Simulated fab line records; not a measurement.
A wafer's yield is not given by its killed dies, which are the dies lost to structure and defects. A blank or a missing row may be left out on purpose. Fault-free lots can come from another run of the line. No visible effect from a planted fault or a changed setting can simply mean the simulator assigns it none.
Lot-split experiment	flow n5 finfet	21 wafers read across 7 lots, on a route 1938 steps long

== THE SPLIT ITSELF ==
At N5_BEOL_M10_ETCH_41 (etches SiCN in CH3F/O2, target depth 42.6 nm, time 86 s), the setting source w was moved away from the recipe's 395 W on 8 of the 21 wafers read, by -14.3% to +16.3%. All remaining wafers had this setting at the recipe value.

The reading comes from the split's own step.

== THE READING ==
rf vpp V, in V, at N5_BEOL_M10_ETCH_41 (etches SiCN in CH3F/O2, target depth 42.6 nm, time 86 s). A value of 297.5 V with a standard deviation of 1.8 V is what fault-free wafers of this fab line usually give.

wafer	tool, chamber at the split	source w as run, W	against the recipe	rf vpp V, V	against lot-mates on the recipe
L077.2	rie diel-01, 0	395	recipe	299.5	-
L077.3	rie diel-01, 3	458.7	+16.1%	281.6	-18.1
L077.5	rie diel-01, 1	395	recipe	300.0	-
L078.2	rie diel-05, 3	395	recipe	297.9	-
L078.3	rie diel-05, 0	353.3	-10.6%	308.1	+10.2
L078.5	rie diel-05, 1	353.3	-10.6%	307.8	+9.9
L080.2	rie diel-03, 3	395	recipe	295.7	-
L080.3	rie diel-03, 1	338.7	-14.3%	311.0	+13.3
L080.4	rie diel-03, 0	395	recipe	299.7	-
L079.3	rie diel-01, 0	395	recipe	299.5	-
L079.4	rie diel-01, 3	395	recipe	296.4	-
L079.6	rie diel-01, 1	395	recipe	300.3	-
L086.1	rie diel-03, 3	395	recipe	295.0	-
L086.2	rie diel-03, 1	395	recipe	295.2	-
L086.3	rie diel-03, 2	395	recipe	296.0	-
L090.3	rie diel-01, 2	459.2	+16.3%	285.5	-13.9
L090.5	rie diel-01, 0	459.2	+16.3%	285.4	-14.0
L090.6	rie diel-01, 2	395	recipe	299.4	-
L091.1	rie diel-03, 3	395	recipe	296.2	-
L091.4	rie diel-03, 1	415.7	+5.2%	291.5	-4.7
L091.6	rie diel-03, 1	415.7	+5.2%	292.2	-4.0

THE FIT
A straight line over all 21 wafers: rf vpp V changes by -0.889 V for each +1% of source w; r = -0.97; the points scatter about the line by 1.9 V.
The same after taking each lot's own level away (the mean of its wafers on the recipe; 21 wafers): -0.941 V for each +1%; r = -0.99; scatter 1.3 V.
According to that fit, moving source w by its largest amount changes the reading by 15 V.
The lots' own levels span 295.40 to 299.75 V, that is 2.4 times the standard deviation above.
So the lot-to-lot level changes the slope little: the two slopes agree.
Check: -15.7 V against its lot-mates is what the line predicts for one of the wafers moved furthest among these (+16.3%) when that wafer is left out of the fit. Against them it came out at -13.9 V.
Tool readings at the split's step, against how far the setting was moved: rf vpp V r = -0.97.

== THESE WAFERS: OTHER SPLITS ==
Other splits were also applied to these wafers ahead of the reading. Each is held against what the fit with the lots' levels taken away leaves over:
other split on the same wafers	wafers away from the commonest value	r with rf vpp V (lot level and that fit taken away)
N5_BEOL_M8_ETCH_61 bias w	4	-0.40
N5_BEOL_M8_ETCH_62 source w	6	+0.35
N5_BEOL_M9_HM_DEP_02 target thk a	10	-0.14
N5_BEOL_M9_DESCUM_16 time s	5	+0.03
N5_BEOL_M10_VIA_ETCH_34 bias w	8	+0.04

== THE WHOLE CHAIN: every reading that the file lists as answering this split, in the file's order ==
step	what it does	reading	change (the file's fit)	r (the file's)
N5_BEOL_M10_ETCH_41	etches SiCN in CH3F/O2, target depth 42.6 nm, time 86 s	rf vpp V	-0.965 V for each +1% of the setting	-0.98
N5_BEOL_M10_ETCH_41	etches SiCN in CH3F/O2, target depth 42.6 nm, time 86 s	etch.depth nm (the simulator's own value, which no gauge read)	+0.129 nm for each +1% of the setting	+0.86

== FILE'S OWN FIT ==
rf vpp V changes by -0.965 V for each +1% of source w, r = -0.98.
